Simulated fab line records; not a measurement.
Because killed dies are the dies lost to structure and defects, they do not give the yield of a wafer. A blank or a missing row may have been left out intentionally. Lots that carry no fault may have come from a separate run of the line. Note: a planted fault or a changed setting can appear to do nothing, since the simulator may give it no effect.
8D (eight disciplines) problem report, filled in by code / flow nand harc / the parts of the form that need people (team, actions taken, sign-off) are left out

1. THE ISSUE
thk nm at NHARC_A_ONON_D2_THK_MEAS_14 reads a mean of 1057 nm on 6 wafers of 2 lots; wafers without a fault read 1001 nm with a standard deviation of 7.2. That puts it +7.8 standard deviations away from the usual mean.
The step: measures by ellipsometry.
First seen on wafer L826.1, day 19 13:12, on film metro-01. The record has a number at this step for 33 wafers belonging to 11 lots. By rule, "out" or "out of limits" means more than 4 standard deviations away from the usual mean. All remaining wafers that have a number are taken as sound.

2. WHAT IT IS, WHAT IT ISN'T
question=which readings at this step | is=thk nm | is not=-
question=which lots | is=L826, L827 | is not=L809, L810, L811, L812, L816, L817, L819, L822, L831
question=which wafers of those lots | is=all that have a number | is not=-
question=read on which gauges | is=film metro-01, film metro-02 | is not=-
question=when | is=from day 19 13:12 | is not=up to then (24 sound wafers); but 3 sound wafers of L831 came after

3. THE SUSPECTS, EACH WITH WHAT RULES IT OUT
Counting: a tool at a process step up to the reading stays a suspect if it ran every lot that is out and no sound lot after the first of them.
- the gauge at NHARC_A_ONON_D2_THK_MEAS_14 has been ruled out. 2 gauges (film metro-01, film metro-02) read the wafers that are out.
- rie si-03 at NHARC_A_DECK1_JOINT_ETCHBACK_00 (etches the open film in HBr, target depth 30 nm, time 17.4 s): kept. All lots that are out passed through it, beginning with L826 at day 18 08:46, and no sound lot followed; its final sound lot before that point was L816 at day 14 22:50.
- pecvd onon-03 at NHARC_A_ONON_D2_DEP_12 (target thk 1000 nm): kept. All lots that are out passed through it, beginning with L826 at day 19 12:41, and no sound lot followed; its final sound lot before that point was L816 at day 15 21:52.
After counting, rie si-03 at NHARC_A_DECK1_JOINT_ETCHBACK_00 and pecvd onon-03 at NHARC_A_ONON_D2_DEP_12 remain.

4. THE CAUSE (what the simulator had put in)
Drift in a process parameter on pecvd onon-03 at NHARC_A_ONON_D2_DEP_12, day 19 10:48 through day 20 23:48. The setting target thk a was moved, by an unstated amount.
2 suspects survive the count, and this tool is in that group.

5. THE CHAIN OF EFFECTS, in route order
One row per reading whose mean, taken over the struck wafers that have a number, lies over 3 standard deviations from the usual. Scope: only readings with a usual standard deviation given in the record; hours: median across lots of the time from each lot's start at the first step in this table that gives one to its start at this step; sigmas: change in usual standard deviations.
hours=0; step=NHARC_A_ONON_D2_THK_MEAS_14; reading=thk nm; usual=1001 nm; on struck wafers=1057; change=+56; sigmas=+7.8

6. HOW IT WOULD HAVE BEEN CAUGHT EARLIER
Counted from the fault's start at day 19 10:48, it took 2 hours until the first out-of-limits reading at a measuring or inspecting step in this record, taken at day 19 13:12.
No tool reading at NHARC_A_ONON_D2_DEP_12 that has a usual standard deviation in the record was out on any struck wafer, so an alarm limit of 4 standard deviations on those readings would not have fired.
Lots out: 2; of these, L827 started NHARC_A_ONON_D2_DEP_12 on pecvd onon-03 after day 19 13:12. A tool hold placed at that time would have kept it from harm.
